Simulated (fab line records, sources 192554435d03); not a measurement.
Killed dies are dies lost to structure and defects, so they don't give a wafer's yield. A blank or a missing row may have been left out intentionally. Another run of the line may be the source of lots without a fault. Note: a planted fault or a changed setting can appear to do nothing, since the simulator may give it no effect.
Chamber matching :: flow n5Finfet :: N5_BEOL_M3_CO_CAP_55 on cvdCo-02: 3 sister chambers
The step material Co, precursor CCTBA/H2, target thk 2 nm, time 102.1 s. 6 wafers are shown with their chamber, then 7 later ones without.

## WAFERS PAIRED WITH THEIR CHAMBERS
wafer: L896.5
chamber: 2
runLengthS (s): 124.8
heaterPowerW (W): 222

wafer: L898.2
chamber: 0
runLengthS (s): 126.0
heaterPowerW (W): 213

wafer: L898.3
chamber: 1
runLengthS (s): 123.7
heaterPowerW (W): 222

wafer: L898.5
chamber: 2
runLengthS (s): 125.0
heaterPowerW (W): 218

wafer: L901.1
chamber: 0
runLengthS (s): 125.7
heaterPowerW (W): 214

wafer: L901.2
chamber: 1
runLengthS (s): 124.1
heaterPowerW (W): 224

## WAFERS MISSING THEIR CHAMBER
wafer: L901.5
runLengthS (s): 125.4
heaterPowerW (W): 217

wafer: L902.3
runLengthS (s): 124.8
heaterPowerW (W): 221

wafer: L902.4
runLengthS (s): 125.8
heaterPowerW (W): 217

wafer: L902.6
runLengthS (s): 124.3
heaterPowerW (W): 225

wafer: L903.3
runLengthS (s): 125.2
heaterPowerW (W): 217

wafer: L903.4
runLengthS (s): 124.0
heaterPowerW (W): 227

wafer: L903.5
runLengthS (s): 124.8
heaterPowerW (W): 226

## THE CHAMBER EACH PASSED THROUGH
wafer: L901.5
from the rows above: can't be placed: 0 or 2
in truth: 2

wafer: L902.3
from the rows above: 2
in truth: 2

wafer: L902.4
from the rows above: 0
in truth: 0

wafer: L902.6
from the rows above: can't be placed: 1 or 2
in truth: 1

wafer: L903.3
from the rows above: can't be placed: 2 or 0
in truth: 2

wafer: L903.4
from the rows above: 1
in truth: 1

wafer: L903.5
from the rows above: can't be placed: 2 or 1
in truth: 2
3 of 7 placed correctly. Can't be placed from these rows: 4 (the true chamber is among the candidates in 4). Wrongly placed: 0.
How it was worked out, from the rows above alone: a wafer's distance from a chamber is the root of the sum, over the readings, of the square of ((its reading less the chamber's mean) divided by the reading's scatter). If the next closest chamber is less than 2 further off than the closest, the wafer can't be placed; otherwise it belongs to the closest. A chamber's mean is the mean of its shown wafers. The scatter is the square root of a quotient: the sum, over the shown wafers, of each reading's squared deviation from its chamber's mean, divided by wafers minus chambers.
